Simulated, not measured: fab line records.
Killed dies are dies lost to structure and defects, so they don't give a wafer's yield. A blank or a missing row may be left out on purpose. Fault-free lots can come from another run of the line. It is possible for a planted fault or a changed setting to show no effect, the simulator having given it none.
Comparing a struck lot with a sound one :: flow n5-finfet :: 44 out of 1938 route steps
Sound: these wafers, L656.1, L656.3, L656.4. Struck: wafers L673.4, L673.6. The cause comes at the end.
Order at every step that has rows: each side's tool, ch and its chambers, its first start. Under that, the readings that differ: sound wafers :: struck wafers :: difference of the means :: sigmas: that difference in standard deviations of wafers without a fault.
alike: same words and numbers on both sides, and readings whose means sit less than 2 such deviations apart. not compared: any withheld reading, any reading some wafer has no value for, any bound like >300 that may hide the same value, and any number with overlapping values for which the record gives no deviation.
A row with sigmas, a row that says differs or no value, or rows on one side alone: a step with any of these is where the two part. When numbers do not overlap yet have no deviation, they are printed without sigmas and do not part them. A reading that every wafer of one side lacks parts them only if that side has two wafers or more.

first, 4 steps without rows for these wafers: N5_BEOL_M10_SPUTTER_48 (material Cu, target thk 12 nm, time 2 s); N5_BEOL_M10_ECD_50 (material Cu, target thk 318 nm); N5_BEOL_M10_ANNEAL_51 (time 90 s); N5_BEOL_M10_CMP_52 (polishes, stops on SiCOH lowk, t overpolish 7 s, target thk 140 nm).
N5_BEOL_M10_THK_MEAS_53: measures by xrf.
  struck on film-metro-02, day 14 04:47; sound on film-metro-02, day 10 16:17
  alike: M10_THK
then, 2 steps without rows for these wafers: N5_BEOL_M10_PRE_CLEAN_55 (time 15 s); N5_BEOL_M10_DEP_56 (deposits SiCN from 3MS/NH3, target thk 15 nm, time 26.5 s).
N5_BEOL_M10_RS_MEAS_57: measurement is done with a four-point probe.
  struck on film-metro-01, day 14 04:56; sound on film-metro-01, day 10 16:26
  alike: M10_RS
N5_BEOL_M10_INSPECT_58: inspects for defects (darkfield).
  struck on defect-inspect-01, day 14 04:57; sound on defect-inspect-01, day 10 16:27
  alike: raw-defect-count
then, 2 steps without rows for these wafers: N5_BEOL_M11_ILD_DEP_00 (deposits SiCOH lowk from DEMS/porogen, target thk 308.51 nm, time 58 s); N5_BEOL_M11_CURE_71 (cures SiCOH lowk, time 240 s).
N5_BEOL_M11_THK_MEAS_01:
  struck on film-metro-02, day 14 05:35; sound on film-metro-02, day 10 17:05
reading: M11_ILD_THK (nm)
sound: 265 264 271
struck: 274 277
difference: +9
sigmas: +3
N5_BEOL_M11_PECVD_70: deposits SiO2 from TEOS/O2, target thk 20 nm, time 22.7 s.
  sound on pecvd-04 ch 0,1,2, day 10 17:07; struck on pecvd-04 ch 0,1, day 14 05:38
reading: model.SiO2_of_BEOL_M11_PECVD_70.thk-nm (nm)
sound: 20.2 20.4 20.4
struck: 22.2 22
difference: +1.8
sigmas: 
  alike: heater-power-w, showerhead-plenum-p-Torr, throttle-valve-pct
N5_BEOL_M11_HM_DEP_02: deposits TiN, target thk 20 nm.
  struck on pvd-sputter-03, day 14 08:40; sound on pvd-sputter-01, day 10 17:29
  alike: throttle-valve-pct
then, 8 steps without rows for these wafers: N5_BEOL_M11_COAT_59 (time 60 s, resist thk 100 nm); N5_BEOL_M11_COAT_60 (time 60 s, resist thk 30 nm); N5_BEOL_M11_COAT_05 (resist thk 90 nm); N5_BEOL_M11_EBR_07; N5_BEOL_M11_SOFTBAKE_06 (time 60 s); N5_BEOL_M11_EXPOSE_08 (exposes mask M11); N5_BEOL_M11_PEB_09 (peb time 60 s); N5_BEOL_M11_DEVELOP_10 (develop time 30 s).
N5_BEOL_M11_CD_MEAS_11 targets a cd of 64.1 nm.
  sound on cd-sem-03 ch 0, day 10 17:58; struck on cd-sem-01 ch 0, day 14 09:03
  alike: cd-nm
N5_BEOL_M11_OVL_MEAS_12:
  sound on overlay-02 ch 0, day 10 18:00; struck on overlay-02 ch 0, day 14 09:05
  alike: M11_OVL
N5_BEOL_M11_INSPECT_13: inspects for defects (brightfield).
  struck on defect-inspect-01, day 14 09:06; sound on defect-inspect-01, day 10 18:02
  alike: raw-defect-count
N5_BEOL_M11_DESCUM_16: chemistry O2, time 7.9 s.
  sound on rie-diel-03 ch 0,2,3, day 10 18:06; struck on rie-diel-01 ch 0,2, day 14 09:08
reading: oes-product-au (a.u.)
sound: 0.69 0.72 0.74
struck: 0.94 0.81
difference: +0.16
sigmas: +2
  alike: drypump-motor-current-A, rf-vpp-V, showerhead-plenum-p-Torr, throttle-valve-pct
  not compared: rf-hours-counter-h
then, 1 step without rows for these wafers: N5_BEOL_M11_ETCH_61 (etches SiARC in CF4, target depth 39 nm, time 65 s).
N5_BEOL_M11_ETCH_62: etches SOC in N2/H2, target depth 110 nm, overetch 22 nm, time 165 s.
  sound on rie-diel-03 ch 0,2,3, day 10 18:11; struck on rie-diel-01 ch 0,2, day 14 09:13
  alike: bias-w, drypump-motor-current-A, h2-flow-sccm, oes-product-au, rf-vpp-V, showerhead-plenum-p-Torr, throttle-valve-pct
  not compared: rf-hours-counter-h
then, 1 step without rows for these wafers: N5_BEOL_M11_STRIP_68 (strips in N2/H2).
N5_BEOL_M11_STRIP_67: strips in CF4.
  sound on rie-diel-03 ch 0,2,3, day 10 18:20; struck on rie-diel-01 ch 0,2, day 14 09:22
  alike: drypump-motor-current-A, oes-product-au, rf-vpp-V, showerhead-plenum-p-Torr, throttle-valve-pct
  not compared: rf-hours-counter-h
N5_BEOL_M11_HM_OPEN_17: chemistry Cl2/BCl3, target TiN, target depth 20 nm, overetch 6 nm.
  sound on rie-metal-02 ch 0,1, day 10 18:23; struck on rie-metal-02 ch 1, day 14 09:26
  alike: bias-w, drypump-motor-current-A, he-backside-leak-sccm, oes-product-au, throttle-valve-pct
  not compared: rf-hours-counter-h
then, 1 step without rows for these wafers: N5_BEOL_M11_STRIP_19 (strips in O2).
N5_BEOL_M11_CD_MEAS_18: pitch 140 nm, target cd 70 nm.
  struck on cd-sem-01, day 14 09:35; sound on cd-sem-02, day 10 18:34
  alike: cd-nm
then, 8 steps without rows for these wafers: N5_BEOL_M11_COAT_63 (time 60 s, resist thk 100 nm); N5_BEOL_M11_COAT_64 (time 60 s, resist thk 30 nm); N5_BEOL_M11_COAT_22 (resist thk 90 nm); N5_BEOL_M11_EBR_24; N5_BEOL_M11_SOFTBAKE_23 (time 60 s); N5_BEOL_M11_EXPOSE_25 (exposes mask V10); N5_BEOL_M11_PEB_26 (peb time 60 s); N5_BEOL_M11_DEVELOP_27 (develop time 30 s).
N5_BEOL_M11_CD_MEAS_28 targets a cd of 70 nm.
  sound on cd-sem-02 ch 0, day 10 19:29; struck on cd-sem-01 ch 0, day 14 10:13
  alike: cd-nm
N5_BEOL_M11_HM_STRIP_39: strips TiN in peroxide tin strip, target depth 25 nm, time 158 s.
  sound on wet-bench-04 ch 2,3,6, day 10 20:08; struck on wet-bench-04 ch 0,2, day 14 10:50
reading: model.SiO2_of_BEOL_M11_PECVD_70.thk-nm (nm)
sound: 20 20.2 20.2
struck: 22 21.8
difference: +2
sigmas: 
N5_PASSIVATION_PROBE_49:
  struck on prober-01, day 15 23:56; sound on prober-01, day 12 14:34
reading: defect-limited-yield (%)
sound: 88.8 92.2 90.3
struck: 93.2 94.1
difference: +3.2
sigmas: +2

reading: killed_at_M4_up
sound: 17 14 26
struck: 4 10
difference: -12
sigmas: -2

reading: killed-at-front-end
sound: 63 36 51
struck: 21 32
difference: -24
sigmas: -2

reading: killed-dies
sound: 132 92 115
struck: 80 70
difference: -38
sigmas: -2

reading: sort-n-pass
sound: 1048 1088 1065
struck: 1100 1110
difference: +38
sigmas: +2

reading: sort-yield-pct (%)
sound: 88.8 92.2 90.3
struck: 93.2 94.1
difference: +3.2
sigmas: +2
  alike: killed_at_M0_to_M3, killed-at-contacts, killed-at-other, killed-open, killed-short, sort_bin_5_function, sort_bin_6_memory

WHERE THEY PART
First at N5_BEOL_M11_THK_MEAS_01; last, within this record, at N5_PASSIVATION_PROBE_49.

WHY: what the simulator had put in
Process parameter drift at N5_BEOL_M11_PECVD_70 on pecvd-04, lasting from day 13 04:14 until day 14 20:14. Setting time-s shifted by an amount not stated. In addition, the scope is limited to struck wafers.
